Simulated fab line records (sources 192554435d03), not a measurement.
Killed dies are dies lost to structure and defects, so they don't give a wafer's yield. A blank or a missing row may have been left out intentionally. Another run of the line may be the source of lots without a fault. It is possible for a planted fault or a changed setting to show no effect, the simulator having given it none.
fab line records -- flow n5_finfet
record lots=7, wafers=21
route steps=1938 shown BEOL_M6@1239 BEOL_M7@1299 BEOL_M8@1359
start_h: start of the lot's first displayed wafer, in hours after the record's first day -- wait_h: hours since the lot's step before -- " identical to the entry in the row above -- L1.1+2: a row that stands for several wafers -- - no value, or no start was given -- * or withheld: withheld -- < > ~ a bound
route shown NAME@n: names a module that has steps shown in the file, with the first one's number in the route -- usual: mean/standard deviation of fault-free wafers -- same: alike in all rows -- chamber/n: place in a boat -- sites: per-site readings -- _std_site: the values' standard deviation -- _edge_site: inner sites' mean taken away from outer sites' mean -- radius_mm: for every site, how far away it sits from the centre of the wafer -- mask NAME#n: copy n -- behind: the most recent tool/chamber to have shaped the wafer -- hold: cause of the lot's hold/its duration in hours/its outcome -- device: which transistor (n, p or np) failed to switch -- end of line: tests run on the same wafers once the route is complete -- step lacking rows: just its recipe -- killed: count of dies lost to structure and defects at first sort (not the wafer's yield) -- map: dies across one wafer; x = killed, . = not, _ = none there
set.NAME: the setting that was run; set.NAME@STEP: the one run at that earlier step -- model.NAME: the simulator's own value behind a step, which no gauge read
lots where settings were altered on purpose, with a table for each step and a row for each wafer
## steps
# step N5_BEOL_M6_TRENCH_ETCH_37
# recipe chemistry=C4F6/O2, target_depth_a=944.35, target=SiCOH_lowk, time_s=31.5, ion_energy_ev=250, pressure_mtorr=30, source_w=345, bias_w=185, Ar_flow_sccm=300, C4F6_flow_sccm=10, O2_flow_sccm=10
lot.wafer,tool,chamber,start_h,wait_h,set.time_s,model.etch.depth_nm,model.BEOL_M6.feature_depth_nm
L075.4,rie_diel-06,1,-,-,27.56,83.37,83.4
L075.5,rie_diel-06,3,-,-,31.5,95.97,96
L075.6,rie_diel-06,0,-,-,27.56,82.74,82.8
L080.2,rie_diel-03,2,-,-,38.37,114.2,114.2
L080.4,rie_diel-03,1,-,-,38.37,114.6,114.6
L080.6,rie_diel-03,2,-,-,31.5,93.69,93.6
L087.1,rie_diel-06,3,-,-,31.5,95,95
L087.2,rie_diel-06,2,-,-,27.18,81.06,81
L087.5,rie_diel-06,2,-,-,31.5,94.78,94.8
L091.1,rie_diel-03,0,-,-,31.5,97.45,97.4
L091.3,rie_diel-03,3,-,-,31.5,94.62,94.6
L091.5,rie_diel-03,0,-,-,31.5,97.06,97
L092.2,rie_diel-06,1,-,-,26.98,81.33,81.4
L092.3,rie_diel-06,2,-,-,31.5,92.61,92.6
L092.4,rie_diel-06,0,-,-,26.98,80.67,80.6
L096.1,rie_diel-01,3,-,-,31.5,95.25,95.2
L096.2,rie_diel-01,2,-,-,31.5,94.08,94
L096.5,rie_diel-01,1,-,-,31.5,95.89,95.8
L095.1,rie_diel-01,2,-,-,31.5,93.47,93.4
L095.4,rie_diel-01,3,-,-,31.5,96.07,96
L095.6,rie_diel-01,1,-,-,31.5,95.57,95.6
# step N5_BEOL_M6_ETCH_41
# recipe chemistry=CH3F/O2, target=SiCN, target_depth_a=297, taper_deg=2, time_s=52, ion_energy_ev=120, mask_material=TiN, pressure_mtorr=30, source_w=395, bias_w=75, Ar_flow_sccm=150, CH3F_flow_sccm=30, O2_flow_sccm=20
# step N5_BEOL_M6_STRIP_80
# recipe chemistry=N2/H2, time_s=10, power_w=450, temp_c=40, pressure_mtorr=20, rf_frequency_hz=6e+07, bias_power_w=7, n2_flow_sccm=200, h2_flow_sccm=200
# step N5_BEOL_M6_OCD_MEAS_38
# usual trench_depth_nm=94.5/1.2
lot.wafer,tool,chamber,start_h,wait_h,set.time_s@BEOL_M6_TRENCH_ETCH_37,trench_depth_nm
L075.4,ocd-02,-,221.35,-,27.56,84.0
L075.5,ocd-02,-,221.35,-,31.5,95.7
L075.6,ocd-02,-,221.35,-,27.56,82.6
L080.2,ocd-01,-,256.32,-,38.37,114.1
L080.4,ocd-01,-,256.32,-,38.37,115.1
L080.6,ocd-01,-,256.32,-,31.5,93.7
L087.1,ocd-02,-,270.76,-,31.5,95.2
L087.2,ocd-02,-,270.76,-,27.18,81.9
L087.5,ocd-02,-,270.76,-,31.5,94.9
L091.1,ocd-01,-,317.29,-,31.5,97.7
L091.3,ocd-01,-,317.29,-,31.5,95.0
L091.5,ocd-01,-,317.29,-,31.5,96.9
L092.2,ocd-01,-,320.21,-,26.98,80.7
L092.3,ocd-01,-,320.21,-,31.5,91.9
L092.4,ocd-01,-,320.21,-,26.98,80.6
L096.1,ocd-02,-,325.30,-,31.5,95.9
L096.2,ocd-02,-,325.30,-,31.5,94.6
L096.5,ocd-02,-,325.30,-,31.5,96.2
L095.1,ocd-02,-,331.35,-,31.5,93.0
L095.4,ocd-02,-,331.35,-,31.5,96.0
L095.6,ocd-02,-,331.35,-,31.5,95.4
# step N5_BEOL_M6_HM_STRIP_39
# recipe chemistry=peroxide_tin_strip, material=TiN, target_depth_a=250, temp_c=50, time_s=158
# step N5_BEOL_M6_SRD_40
# recipe time_s=30, temp_c=23, rinse_liquid=diw, dry=ipa_marangoni
# step N5_BEOL_M6_ECD_50
# recipe material=Cu, target_thk_a=3000
# step N5_BEOL_M6_ANNEAL_51
# recipe temp_c=225, time_s=90, ambient=N2
# step N5_BEOL_M6_CMP_52
# recipe stop_on=SiCOH_lowk, t_overpolish_s=6.9, down_force_psi=1, platen_rpm=50, clearing_platen_down_force_psi=1.5, clearing_platen_rpm=50, post_cmp_clean=cu_alkaline, target_thk_nm=80, clearing_platen_pad_velocity_m_s=0.99484, pad_velocity_m_s=0.99484
lot.wafer,tool,chamber,start_h,wait_h,set.time_s@BEOL_M6_TRENCH_ETCH_37,model.Cu_of_BEOL_M6_ECD_50.thk_nm
L075.4,cmp-04,2,225.22,0.2,27.56,68.2
L075.5,cmp-04,1,225.22,0.2,31.5,81.2
L075.6,cmp-04,2,225.22,0.2,27.56,68.4
L080.4,cmp-04,3,259.78,0.1,38.37,100.6
L080.2,cmp-04,1,259.78,0.1,38.37,99.2
L080.6,cmp-04,3,259.78,0.1,31.5,80.6
L087.1,cmp-04,1,273.04,0.3,31.5,80
L087.2,cmp-04,0,273.04,0.3,27.18,67.6
L087.5,cmp-04,2,273.04,0.3,31.5,80.4
L091.1,cmp-03,3,319.89,0.3,31.5,83.4
L091.3,cmp-03,2,319.89,0.3,31.5,80.8
L091.5,cmp-03,0,319.89,0.3,31.5,82.2
L092.3,cmp-01,3,323.31,0.2,31.5,80.2
L092.4,cmp-01,1,323.31,0.2,26.98,66.6
L092.2,cmp-01,2,323.31,0.2,26.98,67.2
L096.1,cmp-03,3,327.72,0.3,31.5,82
L096.2,cmp-03,2,327.72,0.3,31.5,81
L096.5,cmp-03,0,327.72,0.3,31.5,83.4
L095.1,cmp-01,0,334.84,0.3,31.5,78.8
L095.4,cmp-01,3,334.84,0.3,31.5,82
L095.6,cmp-01,1,334.84,0.3,31.5,81.6
# step N5_BEOL_M6_THK_MEAS_53
# recipe thk_meas_gauge=xrf, reads=Cu_of_BEOL_M6_ECD_50
# usual M6_THK=81.5/1.5
lot.wafer,tool,chamber,start_h,wait_h,set.time_s@BEOL_M6_TRENCH_ETCH_37,M6_THK[nm]
L075.4,film_metro-02,-,225.47,-,27.56,68.8
L075.5,film_metro-02,-,225.47,-,31.5,82.3
L075.6,film_metro-02,-,225.47,-,27.56,69.1
L080.2,film_metro-01,-,260.08,-,38.37,101.1
L080.4,film_metro-01,-,260.08,-,38.37,102.0
L080.6,film_metro-01,-,260.08,-,31.5,81.8
L087.1,film_metro-01,-,273.34,-,31.5,80.7
L087.2,film_metro-01,-,273.34,-,27.18,68.3
L087.5,film_metro-01,-,273.34,-,31.5,81.4
L091.1,film_metro-02,-,320.18,-,31.5,84.1
L091.3,film_metro-02,-,320.18,-,31.5,81.4
L091.5,film_metro-02,-,320.18,-,31.5,82.9
L092.2,film_metro-01,-,323.60,-,26.98,68.2
L092.3,film_metro-01,-,323.60,-,31.5,81.6
L092.4,film_metro-01,-,323.60,-,26.98,67.9
L096.1,film_metro-01,-,328.02,-,31.5,83.2
L096.2,film_metro-01,-,328.02,-,31.5,81.7
L096.5,film_metro-01,-,328.02,-,31.5,84.1
L095.1,film_metro-01,-,335.14,-,31.5,79.1
L095.4,film_metro-01,-,335.14,-,31.5,82.8
L095.6,film_metro-01,-,335.14,-,31.5,82.0
# step N5_BEOL_M6_PRE_CLEAN_55
# recipe gas=NH3, time_s=15, temp_c=withheld, rf_power_w=300
# step N5_BEOL_M6_DEP_56
# recipe material=SiCN, target_thk_a=100, temp_c=withheld, precursor=3MS/NH3, pressure_torr=3, rf_w=202, time_s=17.5
# step N5_BEOL_M6_RS_MEAS_57
# recipe thk_meas_gauge=four-point-probe, reads=Cu_of_BEOL_M6_ECD_50+Co_of_BEOL_M6_CVD_78+TaN_of_BEOL_M6_ALD_77
# usual M6_RS=0.284/0.0057
lot.wafer,tool,chamber,start_h,wait_h,set.time_s@BEOL_M6_TRENCH_ETCH_37,M6_RS[ohm/sq]
L075.4,film_metro-01,-,225.61,0.0,27.56,0.346
L075.5,film_metro-01,-,225.61,0.0,31.5,0.281
L075.6,film_metro-01,-,225.61,0.0,27.56,0.344
L080.2,film_metro-01,-,260.21,0.1,38.37,0.223
L080.4,film_metro-01,-,260.21,0.1,38.37,0.219
L080.6,film_metro-01,-,260.21,0.1,31.5,0.283
L087.1,film_metro-02,-,273.47,0.1,31.5,0.286
L087.2,film_metro-02,-,273.47,0.1,27.18,0.349
L087.5,film_metro-02,-,273.47,0.1,31.5,0.284
L091.1,film_metro-02,-,320.31,0.1,31.5,0.272
L091.3,film_metro-02,-,320.31,0.1,31.5,0.282
L091.5,film_metro-02,-,320.31,0.1,31.5,0.277
L092.2,film_metro-01,-,323.76,0.1,26.98,0.351
L092.3,film_metro-01,-,323.76,0.1,31.5,0.285
L092.4,film_metro-01,-,323.76,0.1,26.98,0.355
L096.1,film_metro-01,-,328.18,0.1,31.5,0.277
L096.2,film_metro-01,-,328.18,0.1,31.5,0.281
L096.5,film_metro-01,-,328.18,0.1,31.5,0.272
L095.1,film_metro-02,-,335.30,0.1,31.5,0.291
L095.4,film_metro-02,-,335.30,0.1,31.5,0.277
L095.6,film_metro-02,-,335.30,0.1,31.5,0.279
# step N5_BEOL_M7_DESCUM_33
# recipe chemistry=O2, time_s=7, source_power_w=50, bias_power_w=20, pressure_mtorr=20, rf_frequency_hz=2.712e+07, temp_c=40, resist=CAR-EUV, o2_flow_sccm=225
lot.wafer,tool,chamber,start_h,wait_h,set.time_s,model.CAR-EUV_of_BEOL_M7_COAT_22.thk_nm
L075.4,rie_diel-02,1,230.17,0.3,7.891,25.6
L075.5+6,rie_diel-02,"0,1",230.17,0.3,7,26
L080.2+4+6,rie_diel-05,"2,0,3",269.47,0.0,7,26
L087.1+2,rie_diel-04,"1,2",279.46,0.5,7,26
L087.5,rie_diel-04,2,279.46,0.5,5.943,26.6
L091.1,rie_diel-05,3,324.75,0.3,7,26.2
L091.3,rie_diel-05,0,324.75,0.3,7.505,26
L091.5,rie_diel-05,0,324.75,0.3,7.505,25.8
L092.2+3+4,rie_diel-05,"2,3,1",327.00,0.0,7,26
L096.1+2+5,rie_diel-02,"2,0,1",333.76,0.0,7,26
L095.1+4+6,rie_diel-04,"2,3,2",337.92,0.0,7,26
# step N5_BEOL_M7_ETCH_72
# recipe chemistry=N2/H2, target=underlayer, target_depth_a=65, mask_material=CAR-EUV, time_s=5.2, ion_energy_ev=200, pressure_mtorr=30, source_w=840, bias_w=150, n2_flow_sccm=200, h2_flow_sccm=200, ends=cleared
# step N5_BEOL_M7_ETCH_65
# recipe chemistry=CF4, target=SiARC, target_depth_a=156, mask_material=CAR-EUV, time_s=26, ion_energy_ev=80, pressure_mtorr=40, source_w=545, bias_w=36, Ar_flow_sccm=100, cf4_flow_sccm=100, ends=cleared
lot.wafer,tool,chamber,start_h,wait_h,set.time_s@BEOL_M7_DESCUM_33,model.CAR-EUV_of_BEOL_M7_COAT_22.thk_nm
L075.4,rie_diel-02,1,230.22,0.0,7.891,10.6
L075.5+6,rie_diel-02,"0,1",230.22,0.0,7,11
L080.2+4+6,rie_diel-05,"2,0,3",269.53,0.0,7,11.2
L087.1+2,rie_diel-04,"1,2",279.51,0.0,7,11
L087.5,rie_diel-04,2,279.51,0.0,5.943,11.6
L091.1,rie_diel-05,3,324.80,0.0,7,11.2
L091.3,rie_diel-05,0,324.80,0.0,7.505,11.2
L091.5,rie_diel-05,0,324.80,0.0,7.505,11
L092.2+3,rie_diel-05,"2,3",327.05,0.0,7,11
L092.4,rie_diel-05,1,327.05,0.0,7,11.2
L096.1+2+5,rie_diel-02,"2,0,1",333.81,0.0,7,11.2
L095.1,rie_diel-04,2,337.98,0.0,7,11.2
L095.4+6,rie_diel-04,"3,2",337.98,0.0,7,11
# step N5_BEOL_M7_ETCH_66
# recipe chemistry=N2/H2, target=SOC, target_depth_a=800, overetch_a=160, mask_material=SiARC, temp_c=40, time_s=120, ion_energy_ev=200, pressure_mtorr=30, source_w=840, bias_w=150, n2_flow_sccm=200, h2_flow_sccm=200
# usual rf_vpp_V=523.4/2.2
lot.wafer,tool,chamber,start_h,wait_h,set.bias_w,rf_vpp_V,model.SiARC_of_BEOL_M7_COAT_64.thk_nm
L075.4,rie_diel-02,1,230.25,0.0,167.4,566.0,5.6
L075.5,rie_diel-02,0,230.25,0.0,167.4,560.0,5.8
L075.6,rie_diel-02,1,230.25,0.0,150,529.2,6.4
L080.2,rie_diel-05,2,269.55,0.0,150,522.9,6.4
L080.4,rie_diel-05,0,269.55,0.0,167.4,559.1,5.6
L080.6,rie_diel-05,3,269.55,0.0,167.4,560.3,5.8
L087.1,rie_diel-04,1,279.54,0.0,160.9,543.7,6
L087.2,rie_diel-04,2,279.54,0.0,150,527.0,6.4
L087.5,rie_diel-04,2,279.54,0.0,150,528.0,6.4
L091.1,rie_diel-05,3,324.83,0.0,173.5,573.4,5.6
L091.3,rie_diel-05,0,324.83,0.0,150,522.5,6.4
L091.5,rie_diel-05,0,324.83,0.0,173.5,571.8,5.4
L092.2,rie_diel-05,2,327.08,0.0,150,521.1,6.4
L092.3,rie_diel-05,3,327.08,0.0,159.5,543.2,6.2
L092.4,rie_diel-05,1,327.08,0.0,150,522.5,6.2
L096.1,rie_diel-02,2,333.84,0.0,167.3,561.9,5.6
L096.2,rie_diel-02,0,333.84,0.0,150,523.1,6.4
L096.5,rie_diel-02,1,333.84,0.0,167.3,564.9,5.4
L095.1,rie_diel-04,2,338.00,0.0,150,525.0,6.4
L095.4,rie_diel-04,3,338.00,0.0,150,528.5,6.2
L095.6,rie_diel-04,2,338.00,0.0,150,525.1,6.4
# step N5_BEOL_M8_COAT_22
# recipe resist=CAR-EUV, spin_rpm=1500, resist_thk_nm=30
lot.wafer,tool,chamber,start_h,wait_h,set.spin_rpm,model.CAR-EUV_of_BEOL_M8_COAT_22.thk_nm
L075.4+5+6,litho_track-02,0,-,-,1455,30.4
L080.2,litho_track-05,0,-,-,1663,28.4
L080.4+6,litho_track-05,0,-,-,1500,29.8
L087.1,litho_track-05,0,-,-,1500,29.8
L087.2+5,litho_track-05,0,-,-,1500,30
L091.1+3,litho_track-05,0,-,-,1500,30
L091.5,litho_track-05,0,-,-,1343,31.6
L092.2,litho_track-02,0,-,-,1500,30
L092.3+4,litho_track-02,0,-,-,1413,31
L096.1+2,litho_track-02,0,-,-,1406,31
L096.5,litho_track-02,0,-,-,1500,29.8
L095.1+6,litho_track-05,0,-,-,1500,30
L095.4,litho_track-05,0,-,-,1500,29.8
# step N5_BEOL_M8_EBR_24
# recipe solvent=PGMEA, ebr_width_mm=1.5
# step N5_BEOL_M8_SOFTBAKE_23
# recipe temp_c=110, time_s=60, resist=CAR-EUV
# step N5_BEOL_M8_DESCUM_33
# recipe chemistry=O2, time_s=7, source_power_w=50, bias_power_w=20, pressure_mtorr=20, rf_frequency_hz=2.712e+07, temp_c=40, resist=CAR-EUV, o2_flow_sccm=225
# step N5_BEOL_M8_ETCH_72
# recipe chemistry=N2/H2, target=underlayer, target_depth_a=65, mask_material=CAR-EUV, time_s=5.2, ion_energy_ev=200, pressure_mtorr=30, source_w=840, bias_w=150, n2_flow_sccm=200, h2_flow_sccm=200, ends=cleared
lot.wafer,tool,chamber,start_h,wait_h,set.spin_rpm@BEOL_M8_COAT_22,model.CAR-EUV_of_BEOL_M8_COAT_22.thk_nm
L075.4+5,rie_diel-06,3,239.01,0.0,1455,20.6
L075.6,rie_diel-06,2,239.01,0.0,1455,20.8
L080.2,rie_diel-03,1,275.07,0.0,1663,18.8
L080.4+6,rie_diel-03,"1,2",275.07,0.0,1500,20.2
L087.1+2,rie_diel-06,"3,1",289.30,0.0,1500,20.2
L087.5,rie_diel-06,2,289.30,0.0,1500,20.4
L091.1+3,rie_diel-03,"1,0",333.80,0.0,1500,20.4
L091.5,rie_diel-03,3,333.80,0.0,1343,22
L092.2,rie_diel-06,2,333.97,0.0,1500,20.4
L092.3+4,rie_diel-06,"3,1",333.97,0.0,1413,21.2
L096.1,rie_diel-06,2,343.87,0.0,1406,21.4
L096.2,rie_diel-06,3,343.87,0.0,1406,21.2
L096.5,rie_diel-06,0,343.87,0.0,1500,20.2
L095.1,rie_diel-06,3,345.55,0.0,1500,20.4
L095.4+6,rie_diel-06,"0,1",345.55,0.0,1500,20.2
## key
split step=N5_BEOL_M6_TRENCH_ETCH_37, setting=time_s, stated=31.5, by=wafer
response step=N5_BEOL_M6_TRENCH_ETCH_37, reading=model.etch.depth_nm, change=+0.944, per=1%, r=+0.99
response step=N5_BEOL_M6_TRENCH_ETCH_37, reading=model.BEOL_M6.feature_depth_nm, change=+0.947, per=1%, r=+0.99
response step=N5_BEOL_M6_OCD_MEAS_38, reading=trench_depth_nm, change=+0.929, per=1%, r=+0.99
response step=N5_BEOL_M6_CMP_52, reading=model.Cu_of_BEOL_M6_ECD_50.thk_nm, change=+0.922, per=1%, r=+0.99
response step=N5_BEOL_M6_THK_MEAS_53, reading=M6_THK, change=+0.942, per=1%, r=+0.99
response step=N5_BEOL_M6_RS_MEAS_57, reading=M6_RS, change=-0.00389, per=1%, r=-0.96
split step=N5_BEOL_M7_DESCUM_33, setting=time_s, stated=7, by=wafer
response step=N5_BEOL_M7_DESCUM_33, reading=model.CAR-EUV_of_BEOL_M7_COAT_22.thk_nm, change=-0.0369, per=1%, r=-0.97
response step=N5_BEOL_M7_ETCH_65, reading=model.CAR-EUV_of_BEOL_M7_COAT_22.thk_nm, change=-0.0336, per=1%, r=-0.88
split step=N5_BEOL_M7_ETCH_66, setting=bias_w, stated=150, by=wafer
response step=N5_BEOL_M7_ETCH_66, reading=rf_vpp_V, change=+3.14, per=1%, r=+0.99
response step=N5_BEOL_M7_ETCH_66, reading=model.SiARC_of_BEOL_M7_COAT_64.thk_nm, change=-0.0598, per=1%, r=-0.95
split step=N5_BEOL_M8_COAT_22, setting=spin_rpm, stated=1500, by=wafer
response step=N5_BEOL_M8_COAT_22, reading=model.CAR-EUV_of_BEOL_M8_COAT_22.thk_nm, change=-0.151, per=1%, r=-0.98
response step=N5_BEOL_M8_ETCH_72, reading=model.CAR-EUV_of_BEOL_M8_COAT_22.thk_nm, change=-0.145, per=1%, r=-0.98
